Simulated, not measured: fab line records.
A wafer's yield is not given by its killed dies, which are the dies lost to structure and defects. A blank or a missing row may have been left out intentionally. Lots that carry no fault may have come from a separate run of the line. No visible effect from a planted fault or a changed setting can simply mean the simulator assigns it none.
fab line records	flow nandHarc
record: lots: 6	wafers: 17	lastDay: 27
route steps=1159 shown A_CONTACT@862 END@1159
lots with no fault: from the same line, run without faults
startH: hours from the record's opening day to when the first of the lot's shown wafers began	waitH: hours from the lot's prior step to this one	" identical to the entry in the row above	L1.1+2: several wafers, shown together as one row	- no value, or no start was given	* or withheld: withheld	< > ~ a bound
route shown NAME@n: names a module that has steps shown in the file, with the first one's number in the route	usual: average and standard deviation across the fault-free wafers	same: alike in all rows	chamber/n: place in a boat	sites: each site's reading	_std_site: the values' standard deviation	_edge_site: outer sites' mean less inner sites'	radiusMm: for every site, how far away it sits from the centre of the wafer	mask NAME#n: copy n	behind: the most recent tool/chamber to have shaped the wafer	hold: why the lot went on hold/how many hours it stayed there/how the hold came to an end	device: the transistor (n, p or np) that didn't switch	end of line: at the end of the route, the tests of the same wafers	step lacking rows: just its recipe	killed: not the wafer's yield, but the dies lost to structure and defects at the first sort	map: the dies of a wafer, with x for killed, . for not killed, _ for no die there
set.NAME: the setting that was run; set.NAME@STEP: the one run at that earlier step	model.NAME: the simulator's own value behind a step, which no gauge read
lots seen at some steps along the route; tables by step, rows by wafer
services: from which hour (startH, from the record's first day; less than 0 if before it) a tool's chamber was out of use, for how many hours, and why
== steps ==
step: NHARC_A_CONTACT_ETCH_111
recipe: sourceW: withheld	pressureMtorr: 20	biasV: withheld	timeS: 140	targetDepthA: 7000	arFlowSccm: withheld	c4f8FlowSccm: withheld	o2FlowSccm: withheld	chemistry: C4F8/O2/Ar
step: NHARC_A_CONTACT_ETCH_112
recipe: sourceW: withheld	pressureMtorr: 20	biasV: 3000	timeS: 94	targetDepthA: 9220	arFlowSccm: withheld	c4f8FlowSccm: withheld	o2FlowSccm: withheld	chemistry: C4F8/O2/Ar
step: NHARC_A_CONTACT_ETCH_113
recipe: sourceW: withheld	pressureMtorr: 20	biasV: 3000	timeS: 94	targetDepthA: 9220	arFlowSccm: withheld	c4f8FlowSccm: withheld	o2FlowSccm: withheld	chemistry: C4F8/O2/Ar
step: NHARC_A_CONTACT_ETCH_114
recipe: sourceW: withheld	pressureMtorr: 20	biasV: 3000	timeS: 94	targetDepthA: 9220	arFlowSccm: withheld	c4f8FlowSccm: withheld	o2FlowSccm: withheld	chemistry: C4F8/O2/Ar
step: NHARC_A_CONTACT_ETCH_115
recipe: sourceW: withheld	pressureMtorr: 20	biasV: 3000	timeS: 94	targetDepthA: 9220	arFlowSccm: withheld	c4f8FlowSccm: withheld	o2FlowSccm: withheld	chemistry: C4F8/O2/Ar
step: NHARC_A_CONTACT_ETCH_116
recipe: sourceW: withheld	pressureMtorr: 20	biasV: 3000	timeS: 94	targetDepthA: 9220	arFlowSccm: withheld	c4f8FlowSccm: withheld	o2FlowSccm: withheld	chemistry: C4F8/O2/Ar
usual: chamberPressureMTorr: 20.002/0.016
same: timeS: 94
lot.wafer	tool	chamber	startH	waitH	chamberPressureMTorr	rfHoursCounterH
L385.2	harCapEtch-02	1	414.67	0.1	19.992	12
L385.5	"	1	"	"	20.009	-
L385.6	"	0	"	"	19.989	-
L386.2	harCapEtch-03	1	421.02	0.1	20.000	88
L386.3	"	1	"	"	20.001	-
L386.5	"	0	"	"	20.037	-
L394.1	harCapEtch-02	0	481.90	0.1	19.998	19
L394.3	"	0	"	"	20.004	-
L390.1	harCapEtch-02	1	493.32	0.1	20.021	21
L390.6	"	0	"	"	19.997	-
L390.5	"	1	"	"	19.974	-
L399.3	harCapEtch-03	0	510.14	0.1	19.979	-
L399.4	"	1	"	"	20.022	-
L399.6	"	0	"	"	20.030	-
L405.1	harCapEtch-01	1	544.84	0.1	19.963	78
L405.3	"	0	"	"	20.001	-
L405.4	"	1	"	"	19.973	-
step: NHARC_A_CONTACT_ETCH_117
recipe: sourceW: withheld	pressureMtorr: 20	biasV: 3000	timeS: 94	targetDepthA: 9220	arFlowSccm: withheld	c4f8FlowSccm: withheld	o2FlowSccm: withheld	chemistry: C4F8/O2/Ar
step: NHARC_A_CONTACT_ETCH_118
recipe: sourceW: withheld	pressureMtorr: 20	biasV: 3000	timeS: 94	targetDepthA: 9220	arFlowSccm: withheld	c4f8FlowSccm: withheld	o2FlowSccm: withheld	chemistry: C4F8/O2/Ar
step: NHARC_A_CONTACT_ETCH_119
recipe: sourceW: withheld	pressureMtorr: 20	biasV: 3000	timeS: 94	targetDepthA: 9220	arFlowSccm: withheld	c4f8FlowSccm: withheld	o2FlowSccm: withheld	chemistry: C4F8/O2/Ar
step: NHARC_A_CONTACT_ETCH_120
recipe: sourceW: withheld	pressureMtorr: 20	biasV: 3000	timeS: 94	targetDepthA: 9220	arFlowSccm: withheld	c4f8FlowSccm: withheld	o2FlowSccm: withheld	chemistry: C4F8/O2/Ar
step: NHARC_A_CONTACT_ETCH_121
recipe: sourceW: withheld	pressureMtorr: 20	biasV: 3000	timeS: 94	targetDepthA: 9220	arFlowSccm: withheld	c4f8FlowSccm: withheld	o2FlowSccm: withheld	chemistry: C4F8/O2/Ar
usual: chamberPressureMTorr: 20.001/0.018
same: timeS: 94
lot.wafer	tool	chamber	startH	waitH	chamberPressureMTorr	rfHoursCounterH
L385.2	harCapEtch-02	1	415.12	0.1	20.017	12
L385.5	"	1	"	"	19.992	-
L385.6	"	0	"	"	20.006	-
L386.2	harCapEtch-03	1	421.48	0.1	19.969	88
L386.3	"	1	"	"	19.984	-
L386.5	"	0	"	"	19.989	-
L394.1	harCapEtch-02	0	482.35	0.1	20.013	20
L394.3	"	0	"	"	19.966	-
L390.1	harCapEtch-02	1	493.77	0.1	19.992	21
L390.6	"	0	"	"	20.015	-
L390.5	"	1	"	"	20.014	-
L399.3	harCapEtch-03	0	510.60	0.1	20.011	-
L399.4	"	1	"	"	20.021	-
L399.6	"	0	"	"	20.010	-
L405.1	harCapEtch-01	1	545.30	0.1	20.001	78
L405.3	"	0	"	"	20.012	-
L405.4	"	1	"	"	19.961	-
step: NHARC_A_CONTACT_ETCH_122
recipe: sourceW: withheld	pressureMtorr: 20	biasV: 3000	timeS: 95	targetDepthA: 9300	arFlowSccm: withheld	c4f8FlowSccm: withheld	o2FlowSccm: withheld	chemistry: C4F8/O2/Ar
usual: chamberPressureMTorr: 19.998/0.019
same: timeS: 95
lot.wafer	tool	chamber	startH	waitH	chamberPressureMTorr	rfHoursCounterH
L385.2	harCapEtch-02	1	415.22	0.1	19.980	12
L385.5	"	1	"	"	19.967	-
L385.6	"	0	"	"	19.982	-
L386.2	harCapEtch-03	1	421.56	0.1	20.001	89
L386.3	"	1	"	"	20.004	-
L386.5	"	0	"	"	20.013	-
L394.1	harCapEtch-02	0	482.44	0.1	19.975	20
L394.3	"	0	"	"	19.977	-
L390.1	harCapEtch-02	1	493.86	0.1	19.997	21
L390.6	"	0	"	"	20.014	-
L390.5	"	1	"	"	20.027	-
L399.3	harCapEtch-03	0	510.69	0.1	20.009	-
L399.4	"	1	"	"	19.999	-
L399.6	"	0	"	"	20.005	-
L405.1	harCapEtch-01	1	545.39	0.1	20.014	78
L405.3	"	0	"	"	20.024	-
L405.4	"	1	"	"	19.997	-
step: NHARC_A_CONTACT_ETCH_123
recipe: sourceW: withheld	pressureMtorr: 20	biasV: 400	timeS: 253	targetDepthA: 10900	arFlowSccm: withheld	c4f8FlowSccm: 11.5	o2FlowSccm: 7.2	chemistry: C4F8/O2/Ar
usual: chamberPressureMTorr: 20.002/0.02
same: timeS: 253
lot.wafer	tool	chamber	startH	waitH	chamberPressureMTorr	rfHoursCounterH
L385.2	harCapEtch-02	1	415.31	0.1	20.036	12
L385.5	"	1	"	"	19.953	-
L385.6	"	0	"	"	19.952	-
L386.2	harCapEtch-03	1	421.66	0.1	20.023	89
L386.3	"	1	"	"	19.997	-
L386.5	"	0	"	"	20.016	-
L394.1	harCapEtch-02	0	482.53	0.1	19.999	20
L394.3	"	0	"	"	19.999	-
L390.1	harCapEtch-02	1	493.99	0.1	19.985	21
L390.6	"	0	"	"	20.028	-
L390.5	"	1	"	"	20.034	-
L399.3	harCapEtch-03	0	510.86	0.2	19.973	-
L399.4	"	1	"	"	19.984	-
L399.6	"	0	"	"	20.006	-
L405.1	harCapEtch-01	1	545.52	0.1	19.990	78
L405.3	"	0	"	"	20.004	-
L405.4	"	1	"	"	20.027	-
step: NHARC_A_CONTACT_ETCH_90
recipe: targetDepthA: 400	overEtchFrac: 0.5	timeS: 85.7	ionEnergyEv: 120	ch3fFlowSccm: 50	o2FlowSccm: 30	arFlowSccm: 200	rfW: 500	biasW: 100	chemistry: CH3F/O2
usual: chamberPressureMTorr: 24.999/0.024	drypumpMotorCurrentA: 5.6/0.32	oesProductAu: 0.96/0.037	rfVppV: 243.7/1.4	showerheadPlenumPTorr: 2.40/0.08	throttleValvePct: 20.663/0.0094
same: timeS: 85.7
lot.wafer	tool	chamber	startH	waitH	chamberPressureMTorr	drypumpMotorCurrentA	oesProductAu	rfHoursCounterH	rfVppV	showerheadPlenumPTorr	throttleValvePct
L385.2	rieDiel-11	3	415.94	0.6	25.026	5.7	0.92	14	242.0	2.39	20.655
L385.6	"	1	"	"	25.056	5.7	0.92	-	244.0	2.47	20.687
L385.5	"	2	"	"	24.991	5.8	0.92	-	243.8	2.39	20.647
L386.2	rieDiel-04	3	422.26	0.5	25.026	4.9	0.93	21	244.1	2.46	20.673
L386.3	"	0	"	"	24.999	5.6	0.91	20	242.2	2.30	20.668
L386.5	"	3	"	"	25.025	5.0	0.92	-	244.5	2.46	20.676
L394.1	rieDiel-13	0	483.16	0.6	25.019	5.5	0.98	6	245.6	2.48	20.665
L394.3	"	1	"	"	24.986	5.4	1.00	13	243.2	2.37	20.675
L390.1	rieDiel-11	0	494.53	0.5	24.989	5.5	1.00	38	242.7	2.29	20.659
L390.6	"	0	"	"	25.019	5.5	1.01	-	242.7	2.29	20.671
L390.5	"	1	"	"	24.984	5.7	1.00	-	244.5	2.46	20.660
L399.3	rieDiel-04	3	511.37	0.5	25.003	4.9	0.92	9	243.2	2.46	20.654
L399.4	"	0	"	"	24.989	5.6	0.92	9	242.4	2.30	20.665
L399.6	"	2	"	"	24.966	5.6	0.92	-	244.2	2.42	20.670
L405.4	rieDiel-04	3	546.06	0.4	25.006	5.0	0.99	15	243.6	2.46	20.656
L405.3	"	0	"	"	24.997	5.6	1.00	16	243.6	2.30	20.642
L405.1	"	1	"	"	24.985	5.9	1.01	13	244.6	2.43	20.664
step: NHARC_A_CONTACT_ETCH_96
recipe: targetDepthA: 200	overEtchFrac: 0.5	timeS: 10	ionEnergyEv: 250	c4f6FlowSccm: 25	o2FlowSccm: 20	arFlowSccm: 500	rfW: 600	biasW: 500	chemistry: C4F6/O2
usual: c4f6FlowSccm: 25.01/0.072	chamberPressureMTorr: 30.001/0.028	drypumpMotorCurrentA: 5.6/0.33	oesProductAu: 0.974/0.026	rfVppV: 545.2/2.9	showerheadPlenumPTorr: 3.85/0.13	throttleValvePct: 26.902/0.0093
same: timeS: 10
lot.wafer	tool	chamber	startH	waitH	c4f6FlowSccm	chamberPressureMTorr	drypumpMotorCurrentA	oesProductAu	rfHoursCounterH	rfVppV	showerheadPlenumPTorr	throttleValvePct
L385.2	rieDiel-11	0	-	-	25.06	29.970	5.5	0.937	15	540.1	3.68	26.892
L385.6	"	0	"	"	25.05	30.019	5.5	0.949	-	541.7	3.68	26.913
L385.5	"	1	"	"	25.02	30.026	5.7	0.964	-	546.5	3.94	26.891
L386.2	rieDiel-04	0	-	-	24.98	30.002	5.6	0.955	20	542.0	3.69	26.903
L386.3	"	1	"	"	25.01	29.997	5.8	0.947	19	545.7	3.89	26.909
L386.5	"	0	"	"	24.97	29.971	5.6	0.950	-	541.1	3.69	26.907
L394.3	rieDiel-13	0	-	-	24.90	29.986	5.5	1.003	7	548.3	3.96	26.900
L394.1	"	3	"	"	25.05	29.987	6.5	1.014	13	552.3	4.18	26.894
L390.1	rieDiel-11	3	-	-	25.06	29.995	5.8	1.009	39	544.7	3.80	26.904
L390.6	"	0	"	"	25.08	30.002	5.5	1.008	-	542.1	3.67	26.875
L390.5	"	1	"	"	25.08	30.028	5.7	0.997	-	549.0	3.93	26.886
L399.3	rieDiel-04	3	-	-	25.10	30.041	5.0	0.962	9	548.1	3.92	26.907
L399.4	"	1	"	"	24.93	29.963	5.9	0.956	5	545.8	3.89	26.901
L399.6	"	3	"	"	25.02	30.014	5.0	0.967	-	546.4	3.92	26.898
L405.4	rieDiel-04	0	-	-	24.94	29.995	5.6	1.006	16	542.3	3.68	26.915
L405.1	"	2	"	"	25.02	29.971	5.6	1.003	15	544.5	3.85	26.907
L405.3	"	3	"	"	24.96	29.942	5.0	1.003	15	547.0	3.92	26.904
step: NHARC_A_CONTACT_CD_MEAS_53
usual: cdNm: 189.5/0.65
lot.wafer	tool	chamber	startH	waitH	cdNm
L385.2	cdSem-02	-	416.13	-	189.3
L385.5	"	-	"	"	189.2
L385.6	"	-	"	"	189.5
L386.2	cdSem-03	-	422.49	-	189.5
L386.3	"	-	"	"	189.3
L386.5	"	-	"	"	188.7
L394.1	cdSem-01	-	483.36	-	188.6
L394.3	"	-	"	"	188.2
L390.1	cdSem-02	-	494.75	-	190.4
L390.5	"	-	"	"	190.8
L390.6	"	-	"	"	190.3
L399.3	cdSem-02	-	511.73	-	188.4
L399.4	"	-	"	"	188.9
L399.6	"	-	"	"	189.1
L405.1	cdSem-03	-	546.28	-	189.8
L405.3	"	-	"	"	189.5
L405.4	"	-	"	"	189.1
step: NHARC_A_CONTACT_STRIP_99
recipe: n2FlowSccm: 150	h2FlowSccm: 150	arFlowSccm: 0	biasW: 0	chemistry: N2/H2
step: NHARC_A_CONTACT_STRIP_100
recipe: cf4FlowSccm: 100	chf3FlowSccm: 30	arFlowSccm: 0	biasW: 0	chemistry: CF4/CHF3
step: NHARC_A_CONTACT_STRIP_101
recipe: o2FlowSccm: 400	cosFlowSccm: 20	arFlowSccm: 0	biasW: 0	chemistry: O2/COS
step: NHARC_A_CONTACT_ETCH_102
recipe: targetDepthA: 700	overetchA: 70	timeS: 38.5	ionEnergyEv: 100	cf4FlowSccm: 80	o2FlowSccm: 20	arFlowSccm: 0	rfW: 300	biasW: 100	chemistry: CF4/O2
step: NHARC_A_CONTACT_STRIP_55
recipe: o2FlowSccm: 500	arFlowSccm: 0	biasW: 0	chemistry: O2
step: NHARC_A_CONTACT_STRIP_56
recipe: timeS: 600	tempC: 30	chemistry: postEtchResidueRemover
step: NHARC_A_CONTACT_DEP_57
recipe: targetThkA: 28000	tempC: 400	material: aC
step: NHARC_A_CONTACT_DEP_58
recipe: targetThkA: 600	targetThkNm: 60	tempC: 400	pressureTorr: 3.5	flowSccm: 200	rfW: 350	material: SiON
step: NHARC_A_CONTACT_DEHYDRATE_59
recipe: tempC: 150	timeS: 120
step: NHARC_A_CONTACT_HMDS_60
recipe: timeS: 30
step: NHARC_A_CONTACT_COAT_61
recipe: tempC: 260	timeS: 75
step: NHARC_A_CONTACT_COAT_62
recipe: tempC: 225	timeS: 65
step: NHARC_A_CONTACT_COAT_63
recipe: spinRpm: 1500	resistThkNm: 90
step: NHARC_A_CONTACT_SOFTBAKE_64
recipe: tempC: 105	timeS: 55
step: NHARC_A_CONTACT_EBR_65
step: NHARC_A_CONTACT_EXPOSE_66
recipe: na: 1.35	sigmaOuter: 0.8	doseMj: 59.02	maskId: A_CC_2
step: NHARC_A_CONTACT_PEB_67
recipe: pebTempC: 100	pebTimeS: 65
step: NHARC_A_CONTACT_DEVELOP_68
recipe: developTimeS: 35	devTempC: 23
step: NHARC_A_CONTACT_CD_MEAS_69
recipe: targetCdNm: 200	landingEnergyEv: 500
usual: cdNm: 200.0/0.39
lot.wafer	tool	chamber	startH	waitH	cdNm
L385.2	cdSem-02	0	419.98	-	199.7
L385.5	"	0	"	"	200.7
L385.6	"	0	"	"	200.7
L386.2	cdSem-02	0	425.96	-	200.3
L386.3	"	0	"	"	200.9
L386.5	"	0	"	"	199.9
L394.1	cdSem-01	0	496.56	-	200.4
L394.3	"	0	"	"	200.4
L390.1	cdSem-01	0	505.77	-	200.6
L390.5	"	0	"	"	200.3
L390.6	"	0	"	"	200.1
L399.3	cdSem-02	0	518.46	-	200.3
L399.4	"	0	"	"	199.9
L399.6	"	0	"	"	200.0
L405.1	cdSem-03	0	550.66	-	199.7
L405.3	"	0	"	"	199.6
L405.4	"	0	"	"	199.6
step: NHARC_A_CONTACT_OVL_MEAS_70
usual: overlayXNm: -0.1/0.83	overlayYNm: 0.0/0.74
lot.wafer	tool	chamber	startH	waitH	overlayXNm	overlayYNm
L385.2	overlay-02	-	420.07	-	-0.1	-0.3
L385.5	"	-	"	"	0.4	-0.6
L385.6	"	-	"	"	0.2	-0.8
L386.2	overlay-01	-	426.04	-	-0.8	0.8
L386.3	"	-	"	"	-1.1	0.2
L386.5	"	-	"	"	-0.8	0.0
L394.1	overlay-01	-	496.65	-	0.6	0.2
L394.3	"	-	"	"	0.6	0.2
L390.1	overlay-02	-	505.86	-	1.5	0.2
L390.5	"	-	"	"	0.7	0.3
L390.6	"	-	"	"	1.6	0.1
L399.3	overlay-02	-	518.56	-	-0.5	-0.7
L399.4	"	-	"	"	-0.1	-0.6
L399.6	"	-	"	"	-0.3	-0.3
L405.1	overlay-01	-	550.74	-	-0.8	-0.1
L405.3	"	-	"	"	-1.2	0.5
L405.4	"	-	"	"	-1.3	0.4
step: NHARC_A_CONTACT_DESCUM_74
recipe: timeS: 3	o2FlowSccm: 200	arFlowSccm: 0	biasPowerW: 0	chemistry: O2
usual: chamberPressureMTorr: 60.00/0.052	drypumpMotorCurrentA: 5.6/0.4	oesProductAu: 1.000/0.0083	rfVppV: 57.6/0.8	showerheadPlenumPTorr: 1.88/0.076	throttleValvePct: 11.311/0.009
same: timeS: 3
lot.wafer	tool	chamber	startH	waitH	hold	chamberPressureMTorr	drypumpMotorCurrentA	oesProductAu	rfHoursCounterH	rfVppV	showerheadPlenumPTorr	throttleValvePct
L385.2	rieDiel-13	1	420.19	0.1	-	59.98	5.3	1.005	49	57.4	1.85	11.308
L385.6	"	2	"	"	-	59.96	5.7	1.012	-	58.0	1.78	11.311
L385.5	"	3	"	"	-	60.07	6.5	1.010	-	58.4	2.06	11.316
L386.3	rieDiel-04	1	426.17	0.1	-	59.98	5.9	1.000	20	57.7	1.90	11.302
L386.2	"	2	"	"	-	60.00	5.6	0.991	20	58.9	1.88	11.292
L386.5	"	0	"	"	-	60.10	5.5	0.994	-	56.9	1.79	11.312
L394.1	rieDiel-13	0	501.30	4.4	awaitDispo/4.4h/release	60.00	5.4	1.007	10	58.1	1.93	11.315
L394.3	"	1	"	"	awaitDispo/4.4h/release	59.99	5.3	1.003	16	59.0	1.84	11.319
L390.1	rieDiel-13	1	512.52	6.5	awaitDispo/6.3h/release	59.92	5.3	0.985	18	58.3	1.84	11.311
L390.5	"	3	"	"	awaitDispo/6.3h/release	60.01	6.5	0.985	-	56.9	2.05	11.300
L390.6	"	0	"	"	awaitDispo/6.3h/release	60.07	5.4	0.991	-	57.3	1.93	11.321
L399.3	rieDiel-13	3	518.67	0.1	-	59.92	6.5	0.993	24	58.0	2.05	11.321
L399.4	"	0	"	"	-	60.01	5.5	0.997	17	58.4	1.93	11.306
L399.6	"	2	"	"	-	60.04	5.7	0.996	-	57.7	1.77	11.330
L405.4	rieDiel-04	3	550.87	0.1	-	60.01	4.9	0.992	17	56.9	1.91	11.318
L405.3	"	0	"	"	-	59.97	5.6	0.990	18	58.5	1.78	11.319
L405.1	"	2	"	"	-	59.96	5.6	0.999	16	58.5	1.88	11.304
step: NHARC_A_CONTACT_ETCH_75
recipe: targetDepthA: 390	overEtchFrac: 0.3	timeS: 65	ionEnergyEv: 80	cf4FlowSccm: 150	arFlowSccm: 0	rfW: 300	biasW: 100	chemistry: CF4
step: NHARC_END_SORT_01
recipe: tempC: 25
usual: killedAtArray: 28/11	killedAtOther: 0.9/1.2	killedAtPeriphery: 2.6/2.1	killedDies: 31/11	killedOpen: 3.1/1.7	killedShort: 1.9/1.3
same: grossDies: 677
lot.wafer	tool	chamber	startH	waitH	killedAtArray	killedAtOther	killedAtPeriphery	killedDies	killedOpen	killedShort
L394.1	prober-01	0	572.49	2.5	95	0	0	95	1	3
L394.3	prober-01	0	574.09	3.1	91	0	3	94	4	2
L390.6	prober-02	0	590.36	4.0	73	2	3	78	4	2
killed by level:class
L394.1 A_CONTACT:unspecified=55 A_CHANNEL_HOLE_D1:chamberFilmFlake=20 A_SLIT:chamberFilmFlake=13 A_CHANNEL_HOLE_D1:geometricParticle:short=1 A_STAIRCASE:geometricParticle:open=1 A_SGD_CUT:geometricParticle:short=1 A_CONTACT:geometricParticle:short=1 A_STAIRCASE:chamberFilmFlake=1
L394.3 A_CONTACT:unspecified=60 A_CHANNEL_HOLE_D1:chamberFilmFlake=13 A_SLIT:chamberFilmFlake=12 A_CHANNEL_FILL_D1:chamberFilmFlake=2 P_GATE:geometricParticle:open=1 P_CONTACT:geometricParticle:open=1 P_M2:geometricParticle:open=1 A_ONON_D1:geometricParticle:short=1
L390.6 A_CONTACT:unspecified=59 A_CHANNEL_HOLE_D1:chamberFilmFlake=7 THIN_TSV:chamberFilmFlake=2 P_M1:geometricParticle:open=1 A_ONON_D1:geometricParticle:short=1 A_CONTACT:geometricParticle:open=1 A_M0:geometricParticle:open=1 A_M0:geometricParticle:short=1
map L390.6 (x killed, . not)
____________.____________
_________......._________
_______..........._______
______.............______
_____..............._____
____.........x......x____
____...............x.____
___...............xxxx___
___...............xxxx___
__................xxxxx__
__................xxxxx__
_.........x....x.xxxxxxx_
_................xxxxxxx_
_.............x...xxxxxx_
_.................xxxxxx_
_................x.xxxx._
..................xxxxx..
...................xxx...
.........................
........x.............x..
....................x....
_...................x..._
_.......x...x..........._
_......................._
_...x..................._
_..............x........_
__.....................__
__...........x.xx......__
___...................___
___.....x.....x.......___
____..........x......____
____...x.............____
_____..............._____
______.............______
_______..........._______
_________......._________
____________.____________
map L394.1 (x killed, . not)
____________.____________
_________......._________
_______..........._______
______.............______
_____...........x..._____
____...............x.____
____................x____
___...............xxxx___
___................xxx___
__................xxxxx__
__..........x.x.xxxxxxx__
_...............x.xxxxxx_
_..........xxx....xxxxxx_
_........x.......x.xxxxx_
_x........xxxx...x.xxxxx_
_........x.xxxxx.xx.xxxx_
...........xx.x....xxx...
.............x.......x...
............x........x...
.........................
.........................
_......................._
_x...x.................._
_......................._
_..........xx.x........._
_.............xx........_
__..........xx.........__
__..........x.xx.......__
___.........x.x.......___
___............x......___
____.................____
____.................____
_____..............._____
______.............______
_______..........._______
_________......._________
____________.____________
== services ==
tool	chamber	startH	hours	kind
rieDiel-13	2	394.58	8.5	repair
rieDiel-04	0	396.04	-	clean
rieDiel-04	1	396.04	-	clean
rieDiel-04	2	396.04	-	clean
rieDiel-04	3	396.04	-	clean
rieDiel-04	-	403.24	0.5	repair
rieDiel-04	0	420.70	-	clean
rieDiel-04	1	420.70	-	clean
rieDiel-04	2	420.70	-	clean
rieDiel-04	3	420.70	-	clean
harCapEtch-01	-	421.74	1.7	repair
rieDiel-04	0	442.08	2.6	repair
rieDiel-04	3	443.11	8.3	repair
rieDiel-04	0	445.23	-	clean
rieDiel-04	3	451.85	2.1	repair
rieDiel-13	-	453.20	9.0	pm
rieDiel-04	-	465.98	9.0	pm
rieDiel-13	0	466.52	6.0	repair
rieDiel-04	1	479.75	6.5	repair
rieDiel-04	1	494.32	8.7	repair
rieDiel-11	1	517.78	3.9	repair
rieDiel-11	0	535.52	6.0	repair
harCapEtch-03	-	545.00	17.0	pm
rieDiel-11	-	546.17	9.0	pm
== key ==
firstSign: step: NHARC_END_SORT_01	reading: killedAtArray	direction: up	sigmas: 5.5	usual: 28	struck: 86
effect: step: NHARC_END_SORT_01	reading: killedDies	direction: up	sigmas: 5.4	usual: 31	struck: 89
moreKillsBornAt: NHARC_A_CONTACT_ETCH_123@harCapEtch-02: 174
metAt NHARC_A_CONTACT_ETCH_123
struckWafers L390.6,L394.1,L394.3
testerLeftOut L390,L394
onsetBetween 415.31 482.53
fault: kind: chamberParticleSource	tool: harCapEtch-02	chamber: 0	onsetH: 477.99	steps: NHARC_A_CONTACT_ETCH_123	ratePerVisitCm2: 0.49639	endH: 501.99
testerLeftOut: of these lots the tester's yield and bins aren't shown, on N5 and GAA mostly nor the transistor test; their killed dies are dies lost to structure and defects alone, not to doping, threshold or leakage, so they don't give the yield
